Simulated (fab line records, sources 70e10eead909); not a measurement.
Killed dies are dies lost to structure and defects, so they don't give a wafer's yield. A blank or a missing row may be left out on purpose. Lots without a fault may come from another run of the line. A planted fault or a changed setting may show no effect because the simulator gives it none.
Which tool did it? | flow nand_harc | 12 lots, 36 wafers sampled, at 2 steps of a route of 1302

WHAT THE GAUGES READ, wafer by wafer
NHARC_A_CHANNEL_HOLE_D2_CD_MEAS_10: target cd 100 nm.
lot  | measured     | on        | cd_nm (nm)
L075 | day 13 07:01 | cd_sem-03 | 99.8 98.5 100.0
L078 | day 14 16:50 | cd_sem-03 | 99.5 100.9 100.6
L079 | day 15 14:58 | cd_sem-03 | 99.5 99.9 99.8
L081 | day 16 03:09 | cd_sem-01 | 100.1 100.0 99.8
L083 | day 16 14:32 | cd_sem-03 | 100.1 100.0 99.4
L085 | day 17 14:20 | cd_sem-01 | 100.1 99.2 99.6
L087 | day 18 07:14 | cd_sem-01 | 100.5 99.5 99.1
L089 | day 19 01:53 | cd_sem-01 | 99.4 100.1 99.6
L091 | day 20 12:51 | cd_sem-01 | 99.7 100.4 99.0
L092 | day 20 18:17 | cd_sem-02 | 100.5 100.4 100.2
L095 | day 21 18:40 | cd_sem-01 | 99.8 99.9 98.7
L097 | day 22 23:56 | cd_sem-02 | 100.9 100.3 100.0

WHICH TOOL RAN EACH LOT (tool, then ch and the chambers of the sampled wafers, then the start)
lot  | NHARC_A_DECK1_JOINT_ETCHBACK_00
L075 | rie_si-02 ch 0,2,3, day 11 17:17
L078 | rie_si-01 ch 0,1,2, day 12 18:52
L079 | rie_si-05 ch 0,3, day 13 13:03
L081 | rie_si-05 ch 0,1,2, day 14 03:28
L083 | rie_si-02 ch 1,2,3, day 15 01:00
L085 | rie_si-02 ch 1,3, day 15 22:08
L087 | rie_si-02 ch 1,2, day 16 12:40
L089 | rie_si-01 ch 0,1,2, day 17 08:42
L091 | rie_si-01 ch 0,3, day 18 19:28
L092 | rie_si-02 ch 1,2,3, day 19 03:14
L095 | rie_si-01 ch 0,2, day 20 01:07
L097 | rie_si-01 ch 0,1,2, day 20 21:54
- NHARC_A_DECK1_JOINT_ETCHBACK_00: etches the open film in HBr, target depth 30 nm, time 17.4 s.

THE ANSWER, worked out from the rows above alone
Rule: what is usual is taken from the lots themselves. Put in order of their means at a reading, lots are off if they are a third of the lots or fewer, leave a main group of 4 or more, and stand apart from it by a gap of 3 or more times the standard deviation of the main group's means; of several such gaps the widest counts. A main group whose means are all the same, to the digits that the tables above print for the reading, isn't used. A lot without any number at a reading at which 4 lots or more have one is off too. The other lots that the step has rows for count as sound.
No lot is off at any reading shown: from this, nothing can be told.

WHAT THE SIMULATOR HAD PUT IN
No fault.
